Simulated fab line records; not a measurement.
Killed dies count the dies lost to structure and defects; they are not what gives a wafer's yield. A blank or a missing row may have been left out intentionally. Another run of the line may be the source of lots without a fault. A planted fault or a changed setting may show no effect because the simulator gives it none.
Which tool is to blame? + flow n5-finfet + 36 wafers from 12 lots sampled at 5 of the route's 1938 steps

## WHAT THE GAUGES READ, wafer by wafer
N5_BEOL_M8_CD_MEAS_35 targets a cd of 40 nm.
| lot  | measured     | on        | cd-nm (nm)     |
|------|--------------|-----------|----------------|
| L074 | day 10 07:20 | cd-sem-02 | 38.7 39.0 40.1 |
| L079 | day 10 20:26 | cd-sem-01 | 39.1 40.0 38.9 |
| L078 | day 11 14:50 | cd-sem-01 | 40.2 39.9 39.8 |
| L080 | day 12 06:04 | cd-sem-02 | 39.2 39.5 39.8 |
| L083 | day 12 08:41 | cd-sem-01 | 40.1 39.5 40.2 |
| L085 | day 12 17:55 | cd-sem-03 | 40.3 39.6 39.2 |
| L087 | day 13 18:52 | cd-sem-02 | 39.7 40.0 39.9 |
| L090 | day 14 00:59 | cd-sem-01 | 39.6 40.5 39.7 |
| L092 | day 14 08:55 | cd-sem-02 | 40.8 41.0 40.3 |
| L093 | day 14 22:16 | cd-sem-02 | 39.5 39.4 39.9 |
| L095 | day 15 09:25 | cd-sem-01 | 40.4 38.7 39.8 |
| L097 | day 17 11:22 | cd-sem-02 | 39.0 38.9 39.4 |

## EACH LOT AND THE TOOL THAT RAN IT (in order: tool; ch and the chambers of the sampled wafers; start)
| lot  | N5_BEOL_M7_STRIP_80                           | N5_BEOL_M8_ILD_DEP_00           | N5_BEOL_M8_STRIP_67                | N5_BEOL_M8_TRENCH_ETCH_37                     |
|------|-----------------------------------------------|---------------------------------|------------------------------------|-----------------------------------------------|
| L074 | rie-diel-03 ch 0,2,3, day 10 01:56 or earlier | pecvd-03 ch 0,1, day 10 01:56   | rie-diel-02 ch 0,1,3, day 10 04:11 | rie-diel-02 ch 0,1, day 10 07:20 or earlier   |
| L079 | rie-diel-05 ch 0,1,3, day 10 17:02 or earlier | pecvd-03 ch 0,1, day 10 17:02   | rie-diel-01 ch 1,2,3, day 10 19:01 | rie-diel-04 ch 0,2, day 10 20:26 or earlier   |
| L078 | rie-diel-05 ch 1,2,3, day 11 05:17 or earlier | pecvd-03 ch 0,1,2, day 11 05:17 | rie-diel-02 ch 0,1,3, day 11 08:32 | rie-diel-04 ch 0,1,2, day 11 14:50 or earlier |
| L080 | rie-diel-06 ch 0,2,3, day 12 02:14 or earlier | pecvd-02 ch 0,1,2, day 12 02:14 | rie-diel-01 ch 0,2,3, day 12 04:26 | rie-diel-04 ch 0,2,3, day 12 06:04 or earlier |
| L083 | rie-diel-03 ch 1,2, day 12 03:50 or earlier   | pecvd-02 ch 0,1,2, day 12 03:50 | rie-diel-02 ch 0,1, day 12 06:49   | rie-diel-01 ch 1,2,3, day 12 08:41 or earlier |
| L085 | rie-diel-06 ch 2,3, day 12 09:23 or earlier   | pecvd-01 ch 1,2, day 12 09:23   | rie-diel-02 ch 1,3, day 12 13:04   | rie-diel-01 ch 2,3, day 12 17:55 or earlier   |
| L087 | rie-diel-06 ch 1,2, day 13 15:00 or earlier   | pecvd-03 ch 0,2, day 13 15:00   | rie-diel-01 ch 2,3, day 13 16:41   | rie-diel-04 ch 0,3, day 13 18:52 or earlier   |
| L090 | rie-diel-03 ch 0,1,2, day 13 16:34 or earlier | pecvd-03 ch 0,1, day 13 16:34   | rie-diel-01 ch 0,2,3, day 13 18:45 | rie-diel-04 ch 2,3, day 14 00:59 or earlier   |
| L092 | rie-diel-05 ch 0,1, day 14 02:47 or earlier   | pecvd-03 ch 0,2, day 14 02:47   | rie-diel-01 ch 0,2,3, day 14 04:52 | rie-diel-01 ch 1,2,3, day 14 08:55 or earlier |
| L093 | rie-diel-06 ch 0,2, day 14 19:01 or earlier   | pecvd-03 ch 1,2, day 14 19:01   | rie-diel-01 ch 0,1,3, day 14 20:48 | rie-diel-02 ch 1,3, day 14 22:16 or earlier   |
| L095 | rie-diel-03 ch 0,1,2, day 15 01:03 or earlier | pecvd-01 ch 0,1, day 15 01:03   | rie-diel-01 ch 1,2, day 15 03:20   | rie-diel-02 ch 1,2,3, day 15 09:25 or earlier |
| L097 | rie-diel-05 ch 1,2,3, day 17 06:05 or earlier | pecvd-03 ch 0,1,2, day 17 06:05 | rie-diel-04 ch 0,1,3, day 17 08:56 | rie-diel-04 ch 0,1,3, day 17 11:22 or earlier |
- N5_BEOL_M7_STRIP_80: strips in N2/H2, time 10 s.
- N5_BEOL_M8_ILD_DEP_00: deposits SiCOH lowk from DEMS/porogen, target thk 179.75 nm, time 33.4 s.
- N5_BEOL_M8_STRIP_67: strips in CF4.
- N5_BEOL_M8_TRENCH_ETCH_37: etches SiCOH lowk in C4F6/O2, target depth 93.478 nm, time 31.2 s.

## THE ANSWER, worked out from the rows above alone
Rule: the usual values come from the lots themselves. The widest of any qualifying gaps counts: lots, ordered by their means at a reading, are off when they make up no more than a third of the lots, leave a main group of 4 or more, and stand apart from it by 3 or more times the standard deviation of that group's means. A main group whose means are all the same, to the digits that the tables above print for the reading, isn't used. A lot without any number at a reading at which 4 lots or more have one is off too. Where the step has rows for the other lots, those lots are counted as sound.
Across all readings shown, no lot is off: no conclusion can be drawn from this.

## WHAT WAS PUT IN BY THE SIMULATOR
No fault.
